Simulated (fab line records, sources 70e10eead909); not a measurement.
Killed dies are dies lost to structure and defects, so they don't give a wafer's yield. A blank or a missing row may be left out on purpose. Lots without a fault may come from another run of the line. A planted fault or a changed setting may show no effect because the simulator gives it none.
fab line records | flow nand_harc
record lots=24 wafers=72 last_day=33
route steps=1302 shown P_STI@83 P_GATE@122
lots that met no fault: from a run of the same line without faults
start_h: hours from the record's first day to the start of the lot's first wafer shown | wait_h: hours since the lot's step before | " the same as in the row above | L1.1+2: a row that stands for several wafers | - no value, or no start given | * or withheld: withheld | < > ~ a bound
route shown NAME@n: a module of which the file shows steps, and the number in the route of the first | usual: mean/standard deviation of fault-free wafers | same: alike in all rows | chamber/n: place in a boat | sites: the reading at each site | _std_site: their standard deviation | _edge_site: outer sites' mean less inner sites' | radius_mm: how far each site lies from the wafer's centre | mask NAME#n: copy n | behind: the tool/chamber that last shaped the wafer | hold: why the lot was held/for how many hours/how that ended | device: the transistor (n, p or np) that didn't switch | end of line: the same wafers' tests at the end of the route | a step without rows: its recipe alone | killed: dies lost to structure and defects at the first sort, not the wafer's yield | map: a wafer's dies, x killed, . not, _ none there
set.NAME: the setting as run; set.NAME@STEP: as run at that earlier step | model.NAME: the simulator's own value behind a step, which no gauge read
steps of the route over a sample of lots; a table a step, a row a wafer
services: from which hour (start_h, from the record's first day; less than 0 if before it) a tool's chamber was out of use, for how many hours, and why
## steps
# step NHARC_P_STI_CD_MEAS_09
# recipe target_cd_nm=200 landing_energy_ev=500
# usual cd_nm=203/3.9
# same landing_energy_ev=500
# columns lot.wafer tool chamber start_h wait_h cd_nm
L074.1 cd_sem-03 0 44.65 - 207
L074.3 " 0 " " 209
L074.5 " 0 " " 209
L075.2 cd_sem-03 0 53.70 - 201
L075.3 " 0 " " 197
L075.4 " 0 " " 200
L076.1 cd_sem-02 0 62.36 - 207
L076.3 " 0 " " 208
L076.4 " 0 " " 204
L077.2 cd_sem-03 0 74.73 - 206
L077.5 " 0 " " 208
L077.6 " 0 " " 204
L078.1 cd_sem-01 0 86.00 - 203
L078.2 " 0 " " 207
L078.3 " 0 " " 208
L079.1 cd_sem-03 0 96.20 - 204
L079.4 " 0 " " 201
L079.6 " 0 " " 208
L080.1 cd_sem-01 0 101.76 - 206
L080.4 " 0 " " 204
L080.6 " 0 " " 206
L081.1 cd_sem-02 0 117.96 - 202
L081.2 " 0 " " 201
L081.5 " 0 " " 201
L082.2 cd_sem-01 0 123.57 - 202
L082.3 " 0 " " 204
L082.6 " 0 " " 199
L083.3 cd_sem-02 0 134.54 - 206
L083.4 " 0 " " 206
L083.5 " 0 " " 198
L084.1 cd_sem-02 0 142.55 - 201
L084.2 " 0 " " 209
L084.4 " 0 " " 204
L085.1 cd_sem-01 0 154.12 - 202
L085.2 " 0 " " 206
L085.6 " 0 " " 206
L086.1 cd_sem-01 0 162.36 - 200
L086.2 " 0 " " 199
L086.5 " 0 " " 198
L087.3 cd_sem-01 0 173.97 - 209
L087.5 " 0 " " 203
L087.6 " 0 " " 205
L088.1 cd_sem-03 0 184.51 - 204
L088.2 " 0 " " 197
L088.3 " 0 " " 202
L089.1 cd_sem-02 0 193.37 - 201
L089.4 " 0 " " 196
L089.6 " 0 " " 202
L090.1 cd_sem-03 0 203.31 - 196
L090.2 " 0 " " 197
L090.5 " 0 " " 208
L091.2 cd_sem-03 0 212.85 - 209
L091.5 " 0 " " 200
L091.6 " 0 " " 195
L092.1 cd_sem-03 0 224.91 - 202
L092.3 " 0 " " 209
L092.6 " 0 " " 203
L093.3 cd_sem-02 0 236.06 - 197
L093.4 " 0 " " 201
L093.5 " 0 " " 200
L094.1 cd_sem-03 0 244.13 - 205
L094.5 " 0 " " 203
L094.6 " 0 " " 210
L095.1 cd_sem-02 0 255.19 - 198
L095.2 " 0 " " 195
L095.3 " 0 " " 197
L096.3 cd_sem-03 0 262.19 - 206
L096.4 " 0 " " 198
L096.6 " 0 " " 203
L097.1 cd_sem-03 0 277.51 - 202
L097.4 " 0 " " 205
L097.5 " 0 " " 206
# step NHARC_P_STI_OCD_MEAS_43
# usual trench_depth_nm=298/5.8 trench_foot_cd_nm=162/4
# columns lot.wafer tool chamber start_h wait_h trench_depth_nm trench_foot_cd_nm
L074.1 ocd-02 - 46.00 - 297 166
L074.3 " - " " 288 168
L074.5 " - " " 304 167
L075.2 ocd-02 - 55.00 - 296 160
L075.3 " - " " 289 156
L075.4 " - " " 301 157
L076.1 ocd-01 - 63.65 - 289 167
L076.3 " - " " 313 164
L076.4 " - " " 302 162
L077.2 ocd-02 - 76.02 - 283 166
L077.5 " - " " 291 167
L077.6 " - " " 301 162
L078.1 ocd-02 - 87.29 - 299 161
L078.2 " - " " 304 165
L078.3 " - " " 302 166
L079.1 ocd-02 - 97.49 - 288 164
L079.4 " - " " 298 159
L079.6 " - " " 294 167
L080.1 ocd-01 - 103.16 - 298 165
L080.4 " - " " 302 162
L080.6 " - " " 296 164
L081.1 ocd-02 - 119.26 - 304 160
L081.2 " - " " 297 159
L081.5 " - " " 303 159
L082.2 ocd-02 - 124.85 - 301 160
L082.3 " - " " 299 162
L082.6 " - " " 297 158
L083.3 ocd-02 - 135.83 - 302 164
L083.4 " - " " 296 164
L083.5 " - " " 285 158
L084.1 ocd-02 - 143.84 - 302 160
L084.2 " - " " 303 167
L084.4 " - " " 303 161
L085.1 ocd-01 - 155.42 - 296 160
L085.2 " - " " 307 163
L085.6 " - " " 299 164
L086.1 ocd-02 - 163.76 - 304 157
L086.2 " - " " 295 157
L086.5 " - " " 292 157
L087.3 ocd-01 - 175.29 - 299 167
L087.5 " - " " 294 162
L087.6 " - " " 303 163
L088.1 ocd-02 - 185.80 - 290 164
L088.2 " - " " 299 156
L088.3 " - " " 294 161
L089.1 ocd-01 - 194.67 - 294 160
L089.4 " - " " 292 155
L089.6 " - " " 293 161
L090.1 ocd-02 - 204.60 - 296 154
L090.2 " - " " 292 156
L090.5 " - " " 293 166
L091.2 ocd-02 - 214.16 - 296 168
L091.5 " - " " 307 158
L091.6 " - " " 296 154
L092.1 ocd-02 - 226.21 - 302 160
L092.3 " - " " 304 167
L092.6 " - " " 294 163
L093.3 ocd-01 - 237.36 - 302 155
L093.4 " - " " 304 158
L093.5 " - " " 300 158
L094.1 ocd-02 - 245.43 - 292 165
L094.5 " - " " 302 160
L094.6 " - " " 299 167
L095.1 ocd-02 - 256.48 - 301 156
L095.2 " - " " 306 152
L095.3 " - " " 300 155
L096.3 ocd-02 - 263.52 - 301 164
L096.4 " - " " 298 157
L096.6 " - " " 296 161
L097.1 ocd-02 - 278.83 - 301 160
L097.4 " - " " 301 163
L097.5 " - " " 298 164
# step NHARC_P_GATE_CD_MEAS_11
# recipe target_cd_nm=1640 landing_energy_ev=500
# usual cd_nm=1641.1/2.3
# same landing_energy_ev=500
# columns lot.wafer tool chamber start_h wait_h cd_nm
L074.1 cd_sem-03 0 78.50 - 1641.3
L074.3 " 0 " " 1639.5
L074.5 " 0 " " 1644.5
L075.2 cd_sem-03 0 90.98 - 1636.0
L075.3 " 0 " " 1639.7
L075.4 " 0 " " 1640.6
L076.1 cd_sem-03 0 98.53 - 1639.6
L076.3 " 0 " " 1639.3
L076.4 " 0 " " 1642.0
L077.2 cd_sem-03 0 111.58 - 1645.0
L077.5 " 0 " " 1641.6
L077.6 " 0 " " 1640.1
L078.1 cd_sem-01 0 122.08 - 1641.0
L078.2 " 0 " " 1639.2
L078.3 " 0 " " 1643.3
L079.1 cd_sem-02 0 137.03 - 1644.1
L079.4 " 0 " " 1642.3
L079.6 " 0 " " 1644.8
L080.1 cd_sem-03 0 137.06 - 1642.4
L080.4 " 0 " " 1643.3
L080.6 " 0 " " 1641.8
L082.2 cd_sem-02 0 160.13 - 1640.2
L082.3 " 0 " " 1640.2
L082.6 " 0 " " 1641.0
L081.1 cd_sem-01 0 160.29 - 1645.2
L081.2 " 0 " " 1640.4
L081.5 " 0 " " 1639.4
L083.3 cd_sem-01 0 171.92 - 1639.2
L083.4 " 0 " " 1641.3
L083.5 " 0 " " 1644.1
L084.1 cd_sem-03 0 177.74 - 1638.1
L084.2 " 0 " " 1641.0
L084.4 " 0 " " 1643.2
L085.1 cd_sem-02 0 189.09 - 1643.1
L085.2 " 0 " " 1641.0
L085.6 " 0 " " 1639.6
L086.1 cd_sem-02 0 198.65 - 1644.8
L086.2 " 0 " " 1641.1
L086.5 " 0 " " 1640.4
L087.3 cd_sem-03 0 224.51 - 1640.2
L087.5 " 0 " " 1642.0
L087.6 " 0 " " 1637.3
L088.1 cd_sem-02 0 224.66 - 1642.0
L088.2 " 0 " " 1644.9
L088.3 " 0 " " 1643.0
L089.1 cd_sem-03 0 229.12 - 1641.2
L089.4 " 0 " " 1643.4
L089.6 " 0 " " 1641.7
L090.1 cd_sem-02 0 239.39 - 1641.0
L090.2 " 0 " " 1642.7
L090.5 " 0 " " 1643.9
L091.2 cd_sem-03 0 250.57 - 1640.6
L091.5 " 0 " " 1637.1
L091.6 " 0 " " 1642.6
L092.1 cd_sem-03 0 263.17 - 1640.5
L092.3 " 0 " " 1637.8
L092.6 " 0 " " 1641.4
L093.3 cd_sem-01 0 276.99 - 1640.8
L093.4 " 0 " " 1640.4
L093.5 " 0 " " 1639.9
L094.1 cd_sem-03 0 282.55 - 1642.8
L094.5 " 0 " " 1636.4
L094.6 " 0 " " 1639.1
L095.1 cd_sem-03 0 293.03 - 1637.0
L095.2 " 0 " " 1640.8
L095.3 " 0 " " 1642.5
L096.3 cd_sem-02 0 300.47 - 1641.0
L096.4 " 0 " " 1638.3
L096.6 " 0 " " 1640.1
L097.1 cd_sem-03 0 313.30 - 1635.7
L097.4 " 0 " " 1640.5
L097.5 " 0 " " 1641.8
# step NHARC_P_GATE_HM_DEP_102
# recipe target_thk_a=1200 temp_c=400 material=aC
# usual throttle_valve_pct=35.000/0.0083
# columns lot.wafer tool chamber start_h wait_h throttle_valve_pct
L074.1 acl_dep-01 0 91.34 0.4 35.002
L074.3 " 0 " " 35.006
L074.5 " 0 " " 34.997
L075.2 acl_dep-03 0 106.11 1.3 35.009
L075.3 " 0 " " 34.987
L075.4 " 0 " " 34.998
L076.1 acl_dep-02 0 113.20 2.0 35.009
L076.3 " 0 " " 35.004
L076.4 " 0 " " 35.000
L077.2 acl_dep-01 0 127.93 4.3 35.002
L077.5 " 0 " " 35.006
L077.6 " 0 " " 34.994
L078.1 acl_dep-02 0 135.40 0.9 34.999
L078.2 " 0 " " 34.996
L078.3 " 0 " " 34.989
L079.1 acl_dep-03 0 149.73 0.4 35.005
L079.4 " 0 " " 34.996
L079.6 " 0 " " 34.998
L080.1 acl_dep-02 0 149.75 0.4 35.002
L080.4 " 0 " " 34.991
L080.6 " 0 " " 35.000
L081.1 acl_dep-03 0 172.77 0.4 35.002
L081.2 " 0 " " 34.994
L081.5 " 0 " " 35.010
L082.2 acl_dep-02 0 172.87 0.5 35.006
L082.3 " 0 " " 35.005
L082.6 " 0 " " 35.011
L083.3 acl_dep-03 0 188.56 4.2 34.985
L083.4 " 0 " " 34.994
L083.5 " 0 " " 35.000
L084.1 acl_dep-03 0 198.23 8.1 35.000
L084.2 " 0 " " 35.011
L084.4 " 0 " " 35.004
L085.1 acl_dep-03 0 204.44 2.9 34.995
L085.2 " 0 " " 35.005
L085.6 " 0 " " 34.995
L086.1 acl_dep-02 0 212.94 1.9 34.995
L086.2 " 0 " " 34.980
L086.5 " 0 " " 34.999
L087.3 acl_dep-02 0 240.71 3.8 35.006
L087.5 " 0 " " 35.004
L087.6 " 0 " " 35.000
L088.1 acl_dep-02 0 241.13 4.2 35.001
L088.2 " 0 " " 34.997
L088.3 " 0 " " 34.994
L089.1 acl_dep-03 0 246.30 4.8 35.001
L089.4 " 0 " " 35.014
L089.6 " 0 " " 35.008
L090.1 acl_dep-01 0 255.53 3.6 35.015
L090.2 " 0 " " 35.000
L090.5 " 0 " " 34.998
L091.2 acl_dep-03 0 268.18 5.1 34.998
L091.5 " 0 " " 34.997
L091.6 " 0 " " 35.012
L092.1 acl_dep-02 0 277.64 2.3 34.994
L092.3 " 0 " " 35.002
L092.6 " 0 " " 35.001
L093.3 acl_dep-02 0 289.71 0.6 35.011
L093.4 " 0 " " 34.997
L093.5 " 0 " " 35.000
L094.1 acl_dep-03 0 295.17 0.4 34.994
L094.5 " 0 " " 35.001
L094.6 " 0 " " 35.006
L095.1 acl_dep-01 0 307.06 1.9 34.998
L095.2 " 0 " " 34.994
L095.3 " 0 " " 34.987
L096.3 acl_dep-03 0 314.89 1.1 35.012
L096.4 " 0 " " 34.988
L096.6 " 0 " " 34.995
L097.1 acl_dep-02 0 327.23 1.9 34.989
L097.4 " 0 " " 35.000
L097.5 " 0 " " 35.003
# step NHARC_P_GATE_STRIP_76
# recipe power_w=1500 temp_c=250 chemistry=O2
# usual drypump_motor_current_A=5.7/0.53 heater_power_w=344/32 rf_refl_power_W=21/6.1
# columns lot.wafer tool chamber start_h wait_h drypump_motor_current_A heater_power_w rf_hours_counter_h rf_refl_power_W
L074.1 plasma_asher-01 1 107.35 0.2 6.5 373 24 12
L074.3 " 0 " " 5.8 328 - 23
L074.5 " 0 " " 5.8 338 - 22
L075.2 plasma_asher-01 0 122.01 0.2 5.8 339 26 22
L075.4 " 1 " " 6.6 371 - 13
L075.3 " 0 " " 5.8 333 - 23
L076.1 plasma_asher-01 1 131.01 0.2 6.6 384 27 13
L076.3 " 1 " " 6.6 384 - 13
L076.4 " 0 " " 5.8 334 - 22
L077.2 plasma_asher-02 0 143.59 0.2 5.6 291 14 19
L077.5 " 1 " " 5.1 354 - 29
L077.6 " 0 " " 5.6 291 - 20
L078.1 plasma_asher-01 1 151.47 0.2 6.6 378 32 12
L078.2 " 0 " " 5.8 332 32 22
L078.3 " 1 " " 6.6 368 - 12
L079.1 plasma_asher-02 1 165.77 0.2 5.1 355 18 30
L079.4 " 0 " " 5.6 292 - 19
L079.6 " 0 " " 5.6 299 - 20
L080.1 plasma_asher-02 1 166.10 0.2 5.1 357 18 30
L080.4 " 0 " " 5.6 294 - 19
L080.6 " 0 " " 5.6 293 - 19
L082.2 plasma_asher-01 1 188.49 0.2 6.6 384 3 12
L082.3 " 0 " " 5.8 355 - 22
L082.6 " 1 " " 6.6 381 - 13
L081.1 plasma_asher-01 0 188.81 0.2 5.8 345 4 22
L081.2 " 1 " " 6.6 385 4 12
L081.5 " 1 " " 6.6 387 - 12
L083.3 plasma_asher-02 0 204.15 0.2 5.6 297 - 19
L083.4 " 1 " " 5.1 366 - 29
L083.5 " 1 " " 5.1 363 - 30
L084.2 plasma_asher-02 0 214.18 0.2 5.6 299 30 19
L084.1 " 1 " " 5.1 349 30 29
L084.4 " 0 " " 5.6 298 - 19
L085.1 plasma_asher-02 1 220.24 0.2 5.1 357 31 28
L085.2 " 0 " " 5.6 298 31 19
L085.6 " 0 " " 5.6 297 - 19
L086.2 plasma_asher-02 1 228.71 0.2 5.1 355 33 29
L086.1 " 0 " " 5.6 299 33 19
L086.5 " 0 " " 5.6 286 - 18
L087.3 plasma_asher-01 1 256.27 0.1 6.6 389 - 12
L087.6 " 0 " " 5.8 334 - 23
L087.5 " 1 " " 6.6 384 - 12
L088.2 plasma_asher-02 0 259.02 0.2 5.6 304 0 19
L088.1 " 1 " " 5.1 348 0 30
L088.3 " 1 " " 5.1 368 - 29
L089.1 plasma_asher-02 1 261.91 0.2 5.1 352 1 29
L089.4 " 0 " " 5.6 307 - 19
L089.6 " 0 " " 5.6 301 - 19
L090.1 plasma_asher-02 0 271.05 0.2 5.5 299 2 19
L090.2 " 1 " " 5.1 360 2 30
L090.5 " 1 " " 5.1 352 - 29
L091.2 plasma_asher-01 0 283.88 0.2 5.8 350 23 22
L091.6 " 1 " " 6.6 384 - 13
L091.5 " 0 " " 5.8 334 - 22
L092.1 plasma_asher-02 1 295.22 0.2 5.1 366 7 27
L092.3 " 0 " " 5.6 304 - 20
L092.6 " 1 " " 5.1 361 - 30
L093.3 plasma_asher-01 0 305.70 0.2 5.8 350 - 22
L093.4 " 1 " " 6.6 388 - 13
L093.5 " 0 " " 5.8 338 - 23
L094.1 plasma_asher-02 0 310.94 0.2 5.6 293 10 19
L094.6 " 0 " " 5.6 292 - 19
L094.5 " 1 " " 5.1 365 - 30
L095.2 plasma_asher-01 0 323.03 0.2 5.8 344 32 23
L095.1 " 1 " " 6.6 388 32 12
L095.3 " 0 " " 5.8 352 - 24
L096.4 plasma_asher-01 0 330.59 0.2 5.8 345 - 23
L096.3 " 1 " " 6.5 401 - 13
L096.6 " 1 " " 6.5 389 - 12
L097.1 plasma_asher-02 0 343.03 0.2 5.6 299 17 20
L097.4 " 0 " " 5.6 303 - 19
L097.5 " 1 " " 5.1 353 - 30
# step NHARC_P_GATE_RTA_64
# recipe temp_c=1050 time_s=1
# usual anneal_temp_c_max=1054.8/1.3 lamp_power_pct=37.6/1.7 lamp_zone_5_pct=37.6/1.7 wafer_temp_C_max=1054.1/1.1
# columns lot.wafer tool chamber start_h wait_h anneal_temp_c_max lamp_power_pct lamp_zone_5_pct wafer_temp_C_max
L074.1 rtp_anneal-02 0 110.08 - 1055.3 39.5 39.5 1052.4
L074.3 " 0 " " 1056.7 39.5 39.6 1053.5
L074.5 " 0 " " 1054.7 39.5 39.5 1054.0
L075.2 rtp_anneal-01 0 124.76 - 1053.7 36.1 36.1 1055.2
L075.3 " 0 " " 1053.1 36.1 36.1 1055.1
L075.4 " 0 " " 1054.5 36.0 36.0 1055.0
L076.1 rtp_anneal-01 0 133.61 - 1054.6 36.1 36.0 1055.5
L076.3 " 0 " " 1053.8 36.1 36.1 1054.7
L076.4 " 0 " " 1054.1 36.1 36.1 1054.1
L077.2 rtp_anneal-01 0 146.22 - 1053.7 36.1 36.1 1055.6
L077.5 " 0 " " 1054.3 36.0 36.1 1055.4
L077.6 " 0 " " 1055.2 36.0 36.1 1054.2
L078.1 rtp_anneal-01 0 154.19 - 1053.4 36.1 36.1 1053.9
L078.2 " 0 " " 1055.3 36.1 36.0 1055.8
L078.3 " 0 " " 1054.2 36.0 36.1 1053.4
L079.1 rtp_anneal-01 0 168.50 - 1053.4 36.1 36.1 1053.6
L079.4 " 0 " " 1052.8 36.1 36.0 1052.7
L079.6 " 0 " " 1053.3 36.0 36.0 1054.8
L080.1 rtp_anneal-02 0 169.57 - 1054.9 39.5 39.5 1054.1
L080.4 " 0 " " 1054.8 39.4 39.4 1053.4
L080.6 " 0 " " 1055.7 39.5 39.4 1052.7
L082.2 rtp_anneal-01 0 191.10 - 1054.3 36.1 36.1 1054.4
L082.3 " 0 " " 1054.2 36.0 36.0 1055.5
L082.6 " 0 " " 1054.9 36.0 36.1 1054.5
L081.1 rtp_anneal-02 0 191.55 - 1055.1 39.5 39.5 1053.3
L081.2 " 0 " " 1055.4 39.5 39.6 1053.5
L081.5 " 0 " " 1054.9 39.5 39.5 1052.9
L083.3 rtp_anneal-02 0 206.92 - 1055.2 39.5 39.5 1054.7
L083.4 " 0 " " 1057.5 39.5 39.5 1053.1
L083.5 " 0 " " 1055.2 39.6 39.5 1053.9
L084.1 rtp_anneal-02 0 216.90 - 1055.6 39.4 39.5 1053.7
L084.2 " 0 " " 1054.3 39.5 39.5 1054.3
L084.4 " 0 " " 1056.4 39.5 39.5 1052.9
L085.1 rtp_anneal-02 0 222.97 - 1056.9 39.5 39.5 1052.3
L085.2 " 0 " " 1056.3 39.5 39.6 1054.0
L085.6 " 0 " " 1055.7 39.5 39.6 1052.4
L086.1 rtp_anneal-02 0 231.43 - 1055.9 39.6 39.5 1053.2
L086.2 " 0 " " 1055.0 39.5 39.5 1053.4
L086.5 " 0 " " 1055.6 39.5 39.5 1053.9
L087.3 rtp_anneal-02 0 259.41 - 1055.4 39.5 39.5 1052.3
L087.5 " 0 " " 1057.0 39.6 39.6 1052.5
L087.6 " 0 " " 1053.8 39.4 39.6 1053.4
L088.1 rtp_anneal-01 0 261.76 - 1055.1 36.0 35.9 1055.2
L088.2 " 0 " " 1054.7 36.0 36.0 1055.7
L088.3 " 0 " " 1054.6 36.0 36.0 1054.3
L089.1 rtp_anneal-01 0 264.49 - 1053.0 36.0 36.1 1054.5
L089.4 " 0 " " 1052.7 35.9 36.0 1054.0
L089.6 " 0 " " 1053.0 35.9 36.0 1053.8
L090.1 rtp_anneal-01 0 273.78 - 1053.2 36.1 36.1 1053.8
L090.2 " 0 " " 1055.5 36.1 36.0 1057.1
L090.5 " 0 " " 1054.5 36.1 36.1 1055.2
L091.2 rtp_anneal-02 0 286.67 - 1055.8 39.5 39.5 1053.3
L091.5 " 0 " " 1055.3 39.5 39.5 1054.0
L091.6 " 0 " " 1054.4 39.5 39.6 1054.3
L092.1 rtp_anneal-02 0 297.95 - 1055.0 39.6 39.6 1053.6
L092.3 " 0 " " 1054.1 39.5 39.5 1052.4
L092.6 " 0 " " 1055.7 39.4 39.5 1053.1
L093.3 rtp_anneal-01 0 308.49 - 1056.9 36.0 36.1 1055.4
L093.4 " 0 " " 1054.5 36.1 36.1 1055.4
L093.5 " 0 " " 1053.3 36.0 36.0 1055.6
L094.1 rtp_anneal-01 0 313.67 - 1055.6 36.0 36.1 1055.2
L094.5 " 0 " " 1053.4 36.1 36.1 1055.5
L094.6 " 0 " " 1052.9 36.0 36.1 1053.0
L095.1 rtp_anneal-01 0 325.76 - 1054.3 36.1 36.0 1055.5
L095.2 " 0 " " 1053.6 36.0 36.1 1054.9
L095.3 " 0 " " 1054.4 36.1 36.0 1054.0
L096.3 rtp_anneal-01 0 333.35 - 1053.5 36.1 36.1 1054.8
L096.4 " 0 " " 1053.2 36.0 36.1 1057.1
L096.6 " 0 " " 1053.0 36.1 36.1 1054.3
L097.1 rtp_anneal-02 0 345.65 - 1056.9 39.5 39.5 1054.8
L097.4 " 0 " " 1053.6 39.6 39.5 1054.2
L097.5 " 0 " " 1058.1 39.5 39.6 1054.5
## services
# columns tool chamber start_h hours kind
plasma_asher-02 - 72.29 9.0 pm
plasma_asher-02 0 72.29 9.0 vent_cycle
plasma_asher-02 1 72.29 9.0 vent_cycle
plasma_asher-02 0 81.29 - clean
plasma_asher-02 1 81.29 - clean
acl_dep-03 - 116.00 13.0 pm
plasma_asher-01 - 165.00 9.0 pm
plasma_asher-01 0 165.00 9.0 vent_cycle
plasma_asher-01 1 165.00 9.0 vent_cycle
plasma_asher-01 0 174.00 - clean
plasma_asher-01 1 174.00 - clean
acl_dep-01 - 189.00 13.0 pm
plasma_asher-01 - 228.13 4.3 repair
acl_dep-02 - 245.46 13.0 pm
plasma_asher-02 - 249.29 9.0 pm
plasma_asher-02 0 249.29 9.0 vent_cycle
plasma_asher-02 1 249.29 9.0 vent_cycle
plasma_asher-02 0 258.29 - clean
plasma_asher-02 1 258.29 - clean
acl_dep-03 - 297.00 13.0 pm
plasma_asher-01 - 342.24 9.0 pm
plasma_asher-01 0 342.24 9.0 vent_cycle
plasma_asher-01 1 342.24 9.0 vent_cycle
## key
fault none
